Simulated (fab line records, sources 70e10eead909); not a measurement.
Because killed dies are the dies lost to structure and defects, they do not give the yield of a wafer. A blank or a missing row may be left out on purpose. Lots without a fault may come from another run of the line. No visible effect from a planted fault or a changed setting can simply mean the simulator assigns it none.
Which of the tools did it? | flow nandHarc | 14 lots with 42 wafers sampled at 5 steps, on a route of 1302 steps

## WHAT THE GAUGES READ, wafer by wafer
NHARC_A_SOURCE_PLATE_THK_MEAS_06: measures by ellipsometry. Usual: 198.8 nm for thkNm, sd 2.3.
lot  | measured     | on           | thkNm (nm)        | flag
L128 | day 7 14:32  | filmMetro-01 | 198.2 198.3 199.1 | 
L129 | day 8 02:51  | filmMetro-02 | 198.3 196.6 199.8 | 
L130 | day 8 14:50  | filmMetro-02 | 201.2 194.4 200.2 | 
L132 | day 9 06:27  | filmMetro-02 | 199.9 200.9 199.9 | 
L133 | day 9 20:31  | filmMetro-02 | 203.1 201.2 200.0 | 
L134 | day 10 04:25 | filmMetro-01 | 202.1 199.6 201.7 | 
L137 | day 11 02:19 | filmMetro-01 | 201.6 197.8 199.1 | 
L136 | day 11 02:20 | filmMetro-02 | 201.9 200.5 201.0 | 
L138 | day 11 14:48 | filmMetro-01 | 49.8 50.8 49.7    | OFF
L139 | day 12 02:43 | filmMetro-02 | 49.6 50.6 49.9    | OFF
L147 | day 15 13:13 | filmMetro-01 | 198.7 199.9 200.1 | 
L148 | day 15 21:28 | filmMetro-02 | 198.2 198.8 198.3 | 
L150 | day 16 15:47 | filmMetro-01 | 192.8 193.6 192.3 | 
L151 | day 17 10:55 | filmMetro-01 | 198.0 198.1 197.3 | 

## WHICH TOOL RAN EACH LOT (tool, then ch and the chambers of the sampled wafers, then the start)
lot  | NHARC_P_BONDPAD_PVD_17                 | NHARC_P_BONDPAD_PVD_27                 | NHARC_A_ZERO_WELL_ETCH_19         | NHARC_A_SOURCE_PLATE_CVD_03
L128 | pvdSputter-03, day 6 16:44 or earlier  | pvdSputter-03, day 6 16:44 or earlier  | rieDiel-02 ch 1,2, day 6 16:44    | lpcvdPoly-02 ch 0, day 7 04:34
L129 | pvdSputter-01, day 7 04:23 or earlier  | pvdSputter-01, day 7 04:23 or earlier  | rieDiel-02 ch 2,3, day 7 04:23    | lpcvdPoly-02 ch 0, day 7 15:43
L130 | pvdSputter-03, day 7 17:26 or earlier  | pvdSputter-03, day 7 17:26 or earlier  | rieDiel-02 ch 0,1,3, day 7 17:26  | lpcvdPoly-02 ch 0, day 8 04:28
L132 | pvdSputter-02, day 8 06:56 or earlier  | pvdSputter-02, day 8 06:56 or earlier  | rieDiel-13 ch 1,3, day 8 06:56    | lpcvdPoly-02 ch 0, day 8 19:53
L133 | pvdSputter-03, day 8 22:29 or earlier  | pvdSputter-03, day 8 22:29 or earlier  | rieDiel-02 ch 0,3, day 8 22:29    | lpcvdPoly-02 ch 0, day 9 10:28
L134 | pvdSputter-02, day 9 03:52 or earlier  | pvdSputter-02, day 9 03:52 or earlier  | rieDiel-02 ch 2,3, day 9 03:52    | lpcvdPoly-01 ch 0, day 9 15:14
L137 | pvdSputter-02, day 10 05:04 or earlier | pvdSputter-02, day 10 05:04 or earlier | rieDiel-13 ch 0,1, day 10 05:04   | lpcvdPoly-04 ch 0, day 10 15:54
L136 | pvdSputter-03, day 10 06:22 or earlier | pvdSputter-03, day 10 06:22 or earlier | rieDiel-09 ch 1,3, day 10 06:22   | lpcvdPoly-04 ch 0, day 10 15:54
L138 | pvdSputter-02, day 10 17:06 or earlier | pvdSputter-02, day 10 17:06 or earlier | rieDiel-02 ch 1,2, day 10 17:06   | lpcvdPoly-02, day 11 04:02
L139 | pvdSputter-01, day 11 05:38 or earlier | pvdSputter-01, day 11 05:38 or earlier | rieDiel-02 ch 0,3, day 11 05:38   | lpcvdPoly-02, day 11 16:42
L147 | pvdSputter-02, day 14 16:28 or earlier | pvdSputter-02, day 14 16:28 or earlier | rieDiel-02 ch 2,3, day 14 16:28   | lpcvdPoly-01 ch 0, day 15 03:15
L148 | pvdSputter-02, day 15 00:02 or earlier | pvdSputter-02, day 15 00:02 or earlier | rieDiel-02 ch 0,1, day 15 00:02   | lpcvdPoly-01 ch 0, day 15 11:04
L150 | pvdSputter-02, day 15 18:36 or earlier | pvdSputter-02, day 15 18:36 or earlier | rieDiel-09 ch 0,2,3, day 15 18:36 | lpcvdPoly-04 ch 0, day 16 05:14
L151 | pvdSputter-02, day 16 08:46 or earlier | pvdSputter-02, day 16 08:46 or earlier | rieDiel-02 ch 2,3, day 16 08:46   | lpcvdPoly-01 ch 0, day 16 21:25
- NHARC_P_BONDPAD_PVD_17: deposits TaN, target thk 5 nm, time 8.06 s.
- NHARC_P_BONDPAD_PVD_27: deposits Cu, target thk 30 nm, time 20.49 s.
- NHARC_A_ZERO_WELL_ETCH_19: etches the open film in N2/H2, target depth 80 nm, overetch 24 nm, time 87.88 s.
- NHARC_A_SOURCE_PLATE_CVD_03: deposits poly-Si, target thk 200 nm, time 4000 s.

## WHAT THE TOOLS THEMSELVES READ (means of the sampled wafers that have a number; where no wafer has one, the mark that the record gives instead)
NHARC_P_BONDPAD_PVD_17. Usual: 30.1 % for throttleValvePct, sd 0.94.
lot  | tool          | throttleValvePct (%) | flag
L128 | pvdSputter-03 | 29.3                 | 
L129 | pvdSputter-01 | 30.0                 | 
L130 | pvdSputter-03 | 29.7                 | 
L132 | pvdSputter-02 | 31.6                 | 
L133 | pvdSputter-03 | 29.0                 | 
L134 | pvdSputter-02 | 30.9                 | 
L137 | pvdSputter-02 | 31.6                 | 
L136 | pvdSputter-03 | 29.9                 | 
L138 | pvdSputter-02 | 30.9                 | 
L139 | pvdSputter-01 | 29.5                 | 
L147 | pvdSputter-02 | 30.8                 | 
L148 | pvdSputter-02 | 30.5                 | 
L150 | pvdSputter-02 | 31.2                 | 
L151 | pvdSputter-02 | 31.0                 | 

NHARC_P_BONDPAD_PVD_27. Usual: 30.1 % for throttleValvePct, sd 0.99.
lot  | tool          | throttleValvePct (%) | flag
L128 | pvdSputter-03 | 30.0                 | 
L129 | pvdSputter-01 | 29.8                 | 
L130 | pvdSputter-03 | 29.2                 | 
L132 | pvdSputter-02 | 31.6                 | 
L133 | pvdSputter-03 | 29.4                 | 
L134 | pvdSputter-02 | 30.8                 | 
L137 | pvdSputter-02 | 31.6                 | 
L136 | pvdSputter-03 | 29.8                 | 
L138 | pvdSputter-02 | 30.9                 | 
L139 | pvdSputter-01 | 29.9                 | 
L147 | pvdSputter-02 | 31.9                 | 
L148 | pvdSputter-02 | 31.1                 | 
L150 | pvdSputter-02 | 30.8                 | 
L151 | pvdSputter-02 | 30.6                 | 

NHARC_A_ZERO_WELL_ETCH_19. Usual: drypumpMotorCurrentA 5.8 A, standard deviation 0.5; oesProductAu 0.998 a.u., standard deviation 0.008; rfVppV 430.3 V, standard deviation 2.4; showerheadPlenumPTorr 2.03 Torr, standard deviation 0.082; throttleValvePct 14.171 %, standard deviation 0.0092.
lot  | tool       | drypumpMotorCurrentA (A) | oesProductAu (a.u.) | rfVppV (V) | showerheadPlenumPTorr (Torr) | throttleValvePct (%) | flag
L128 | rieDiel-02 | 5.7                      | 1.002               | 430.5      | 2.03                         | 14.174               | 
L129 | rieDiel-02 | 5.3                      | 0.999               | 428.6      | 1.95                         | 14.177               | 
L130 | rieDiel-02 | 6.1                      | 1.001               | 430.9      | 2.05                         | 14.169               | 
L132 | rieDiel-13 | 5.4                      | 0.996               | 429.9      | 2.02                         | 14.180               | 
L133 | rieDiel-02 | 5.7                      | 0.995               | 429.1      | 1.98                         | 14.175               | 
L134 | rieDiel-02 | 5.4                      | 1.002               | 427.6      | 1.94                         | 14.165               | 
L137 | rieDiel-13 | 5.5                      | 1.004               | 429.4      | 2.01                         | 14.176               | 
L136 | rieDiel-09 | 5.5                      | 1.005               | 431.2      | 2.06                         | 14.173               | 
L138 | rieDiel-02 | 5.7                      | 0.997               | 430.4      | 2.03                         | 14.175               | 
L139 | rieDiel-02 | 5.7                      | 0.990               | 429.1      | 1.98                         | 14.178               | 
L147 | rieDiel-02 | 5.5                      | 1.001               | 426.9      | 1.93                         | 14.172               | 
L148 | rieDiel-02 | 6.5                      | 1.005               | 432.9      | 2.13                         | 14.169               | 
L150 | rieDiel-09 | 5.8                      | 1.004               | 429.9      | 2.01                         | 14.169               | 
L151 | rieDiel-02 | 5.3                      | 1.001               | 428.2      | 1.95                         | 14.165               | 

NHARC_A_SOURCE_PLATE_CVD_03. Usual: pressureMtorr 200.0 mTorr, standard deviation 0.42; runLengthS 4001.1 s, standard deviation 0.56; spikeTcBottomC 639.2 C, standard deviation 0.98; spikeTcLowerC 619.5 C, standard deviation 0.96; spikeTcTopC 636.8 C, standard deviation 2.5; zonePowerBottomPct 13.0 %, standard deviation 1.8.
lot  | tool         | pressureMtorr (mTorr) | runLengthS (s) | spikeTcBottomC (C) | spikeTcLowerC (C) | spikeTcTopC (C) | zonePowerBottomPct (%) | flag
L128 | lpcvdPoly-02 | 199.6                 | 4002.0         | 640.1              | 619.8             | 635.9           | 13.8                   | 
L129 | lpcvdPoly-02 | 199.7                 | 4001.6         | 639.5              | 619.5             | 636.4           | 13.8                   | 
L130 | lpcvdPoly-02 | 200.1                 | 4001.7         | 639.0              | 619.9             | 637.0           | 13.7                   | 
L132 | lpcvdPoly-02 | 200.0                 | 4001.3         | 640.1              | 618.8             | 636.0           | 13.8                   | 
L133 | lpcvdPoly-02 | 200.2                 | 4001.6         | 638.9              | 619.0             | 637.6           | 13.6                   | 
L134 | lpcvdPoly-01 | 199.9                 | 4000.4         | 638.8              | 620.2             | 641.4           | 14.8                   | 
L137 | lpcvdPoly-04 | 200.4                 | 4001.1         | 639.5              | 618.9             | 634.0           | 10.5                   | 
L136 | lpcvdPoly-04 | 200.2                 | 4001.1         | 639.4              | 618.8             | 634.1           | 10.4                   | 
L138 | lpcvdPoly-02 | -                     | -              | -                  | -                 | -               | -                      | OFF
L139 | lpcvdPoly-02 | -                     | -              | -                  | -                 | -               | -                      | OFF
L147 | lpcvdPoly-01 | 200.0                 | 4000.3         | 638.9              | 619.3             | 640.7           | 14.8                   | 
L148 | lpcvdPoly-01 | 200.5                 | 4000.4         | 638.0              | 620.2             | 639.9           | 14.7                   | 
L150 | lpcvdPoly-04 | 200.1                 | 4001.1         | 638.5              | 619.4             | 634.1           | 10.5                   | 
L151 | lpcvdPoly-01 | 200.2                 | 4000.4         | 639.7              | 620.1             | 639.7           | 14.9                   | 

## THE ANSWER, worked out from the rows above alone
Rule: take the mean of a lot's wafers that have a number; if it is more than 3 standard deviations from the usual mean, the lot is off. A lot without any number at a reading at which 4 lots or more have one is off too. Any other lot the step has rows for is counted as sound. After the gauges, taken in route order, come the tools' own readings; for these a lot's mean is taken, as printed above. At the first step where some lot is off, the reading lying furthest off is the one used; lots without a number count as furthest.
Off at NHARC_A_SOURCE_PLATE_THK_MEAS_06 (thkNm): L138, L139.
A tool fits if, at a process step before that reading, it ran every lot that is off, and no sound lot after the first of them. Not tried: the gauges at NHARC_A_SOURCE_PLATE_THK_MEAS_06; whatever is off there is also off at NHARC_A_SOURCE_PLATE_CVD_03, on other tools, and gauge error can't account for it. NHARC_P_BONDPAD_PVD_17 gives no start for some lots, so the hours and the order of its lots are those of NHARC_A_ZERO_WELL_ETCH_19. NHARC_P_BONDPAD_PVD_27 gives no start for some lots, so the hours and the order of its lots are those of NHARC_A_ZERO_WELL_ETCH_19. One fits: lpcvdPoly-02 at NHARC_A_SOURCE_PLATE_CVD_03. Its last sound lot is L133 (day 9 10:28), its first lot that is off L138 (day 11 04:02): a fault that began between those two fits.
Blank at NHARC_A_SOURCE_PLATE_CVD_03 on the lots that are off, where sound lots have numbers: pressureMtorr, runLengthS, spikeTcBottomC, spikeTcLowerC, spikeTcTopC, zonePowerBottomPct.

## WHAT THE SIMULATOR PUT IN
Entire step skipped (lpcvdPoly-02, NHARC_A_SOURCE_PLATE_CVD_03), from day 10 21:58 onward. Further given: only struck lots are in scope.
Shown lots that were struck: L138, L139. The rule given above showed the same thing.
